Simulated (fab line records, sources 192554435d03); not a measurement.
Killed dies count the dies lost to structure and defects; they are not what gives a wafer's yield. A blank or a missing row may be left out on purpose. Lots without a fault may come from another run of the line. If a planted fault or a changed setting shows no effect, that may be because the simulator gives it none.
The same fault as seen by 2 desks | flow n5Finfet | every desk sees just its own numbers, and what lay behind them comes last

TOOL OWNER'S DESK, rieDiel-02
The tool's own readings at N5_MOL_CONTACT_COAG_ETCH_15 (etches SiNx in CH3F/O2, stops on Si:P, target depth 7 nm): means of the sampled wafers that have a number, for each lot that ran on this tool. A lot is out of limits, marked OUT, if its mean lies more than 4 standard deviations from the usual mean; the brackets give that distance.
Columns: A = drypumpMotorCurrentA at N5_MOL_CONTACT_COAG_ETCH_15, usual 6.01 A; B = oes_ar_750_au at N5_MOL_CONTACT_COAG_ETCH_15, usual 0.77 a.u.; C = oesProductAu at N5_MOL_CONTACT_COAG_ETCH_15, usual 0.56 a.u.; D = rfVppV at N5_MOL_CONTACT_COAG_ETCH_15, usual 296 V; E = showerheadPlenumPTorr at N5_MOL_CONTACT_COAG_ETCH_15, usual 1.95 Torr; F = throttleValvePct at N5_MOL_CONTACT_COAG_ETCH_15, usual 16.39 %
lot  | first seen here | A    | B    | C    | D   | E    | F
L959 | day 6 17:26     | 6.27 | 0.74 | 0.55 | 300 | 1.92 | 16.51
L967 | day 8 17:50     | 6.13 | 0.86 | 0.59 | 299 | 2.01 | 16.04
L968 | day 8 19:47     | 6.25 | 0.84 | 0.59 | 299 | 2.01 | 16.18
Result from this desk: across the 3 lots, nothing is out of limits.

FROM THE METROLOGY DESK
What the gauges read, lot by lot, whatever tool the lot ran on: means of the sampled wafers that have a number. A lot is out of limits, marked OUT, if its mean lies more than 4 standard deviations from the usual mean; the brackets give that distance. Shown here are 7 of its 10 readings, the ones lying furthest out on some lot.
Columns: A = DIBL_P at N5_BEOL_M4_RC_MEAS_101, usual 36.6 mV/V; B = IOFF_P at N5_BEOL_M4_RC_MEAS_101, usual 0.23 nA/um; C = ION_N at N5_BEOL_M4_RC_MEAS_101, usual 682 uA/um; D = ION_P at N5_BEOL_M4_RC_MEAS_101, usual 468 uA/um; E = SS_P at N5_BEOL_M4_RC_MEAS_101, usual 73.4 mV/dec; F = VT_N at N5_BEOL_M4_RC_MEAS_101, usual 248 mV; G = VT_P at N5_BEOL_M4_RC_MEAS_101, usual -248.9 mV
lot  | first seen here | A    | B    | C   | D   | E    | F   | G
L959 | day 10 12:16    | 35.5 | 0.21 | 678 | 464 | 73.6 | 251 | -249.4
L967 | day 13 08:00    | 36.6 | 0.22 | 679 | 465 | 73.3 | 248 | -248.3
L968 | day 14 19:55    | 35.8 | 0.20 | 672 | 459 | 72.7 | 247 | -252.0
L971 | day 15 09:49    | 34.3 | 0.22 | 678 | 468 | 73.1 | 250 | -248.1
Result from this desk: across the 4 lots, nothing is out of limits.

BROUGHT TOGETHER
The desk of the tool owner found nothing out of limits.
The metrology desk saw nothing out of limits.

WHAT THE SIMULATOR HAD PUT IN
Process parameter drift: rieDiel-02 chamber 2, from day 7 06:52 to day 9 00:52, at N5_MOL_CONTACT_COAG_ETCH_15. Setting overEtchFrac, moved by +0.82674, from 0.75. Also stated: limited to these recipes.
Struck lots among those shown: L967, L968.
